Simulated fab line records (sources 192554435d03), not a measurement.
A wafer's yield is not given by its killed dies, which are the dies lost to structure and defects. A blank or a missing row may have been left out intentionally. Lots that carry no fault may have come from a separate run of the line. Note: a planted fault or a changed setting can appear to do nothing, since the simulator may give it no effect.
Matching of chambers + flow n5_finfet + N5_BEOL_M4_DEP_57 on pecvd-02: 3 sister chambers
The step deposits SiCN from 3MS/NH3, target thk 8 nm, time 14 s. 3 wafers are shown with their chamber, then 7 later ones without.

WAFERS, EACH WITH ITS CHAMBER
| wafer  | chamber | throttle_valve_pct (%) |
|--------|---------|------------------------|
| L084.2 | 2       | 9.1                    |
| L087.1 | 1       | 8.8                    |
| L087.5 | 0       | 8.9                    |

WAFERS WITH NO CHAMBER GIVEN
| wafer  | throttle_valve_pct (%) |
|--------|------------------------|
| L087.6 | 9.0                    |
| L096.2 | 8.7                    |
| L096.4 | 8.9                    |
| L096.6 | 8.8                    |
| L097.3 | 8.8                    |
| L097.5 | 8.7                    |
| L097.6 | 8.9                    |

CHAMBER TAKEN BY EACH
| wafer  | from the rows above          | in truth |
|--------|------------------------------|----------|
| L087.6 | can't be placed: 0 or 2 or 1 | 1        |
| L096.2 | can't be placed: 1 or 0      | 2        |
| L096.4 | can't be placed: 0 or 1      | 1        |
| L096.6 | can't be placed: 1 or 0      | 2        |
| L097.3 | can't be placed: 1 or 0      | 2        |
| L097.5 | can't be placed: 1 or 0      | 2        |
| L097.6 | can't be placed: 0 or 1      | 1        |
Placed correctly: 0 of 7. Not placeable from these rows: 7 (in 3, the candidates include the true chamber). Wrongly placed: 0.
How it was worked out, from the rows above alone: a wafer's distance from a chamber is the root of the sum, over the readings, of the square of ((its reading less the chamber's mean) divided by the reading's scatter). The wafer belongs to the nearest chamber; if the next one is less than 2 further off, it can't be placed. Each chamber's mean is taken over the wafers shown for it. The scatter: with one shown wafer a chamber, the root of the mean of the squares of how far each hidden wafer lies from its nearest shown one.
